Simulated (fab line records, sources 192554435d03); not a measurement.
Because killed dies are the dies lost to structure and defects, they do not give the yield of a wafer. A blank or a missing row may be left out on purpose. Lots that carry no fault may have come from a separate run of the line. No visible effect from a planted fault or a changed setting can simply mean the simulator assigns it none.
Matching of chambers	flow n5-finfet	rie-si-04 running N5_ZERO_LAYER_ETCH_18: 4 sister chambers
The step etches Si in HBr/Cl2, target depth 120 nm, time 40 s. 4 wafers are shown with their chamber, then 7 later ones without.

== WAFERS, EACH WITH ITS CHAMBER ==
wafer	chamber	throttle-valve-pct (%)
L077.2	1	36.22
L081.6	2	36.14
L090.1	0	35.89
L090.4	3	35.87

== WAFERS MISSING THEIR CHAMBER ==
wafer	throttle-valve-pct (%)
L090.5	35.88
L093.1	35.87
L093.3	36.25
L093.5	35.88
L095.1	35.87
L095.2	36.13
L095.4	35.87

== WHICH CHAMBER EACH ONE RAN IN ==
wafer	from the rows above	in truth
L090.5	can't be placed: 0 or 3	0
L093.1	can't be placed: 3 or 0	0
L093.3	1	1
L093.5	can't be placed: 0 or 3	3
L095.1	can't be placed: 3 or 0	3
L095.2	2	2
L095.4	can't be placed: 3 or 0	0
Placed correctly: 2 of 7. These rows do not allow placing 5 (true chamber among the candidates in 5). Wrongly placed: 0.
How it was worked out, from the rows above alone: a wafer's distance from a chamber is the root of the sum, over the readings, of the square of ((its reading less the chamber's mean) divided by the reading's scatter). The wafer belongs to the nearest chamber; if the next one is less than 2 further off, it can't be placed. The mean given for a chamber averages the wafers shown for that chamber. The scatter (one wafer shown for each chamber): square how far every hidden wafer sits from the nearest shown wafer, average those squares and take the square root.
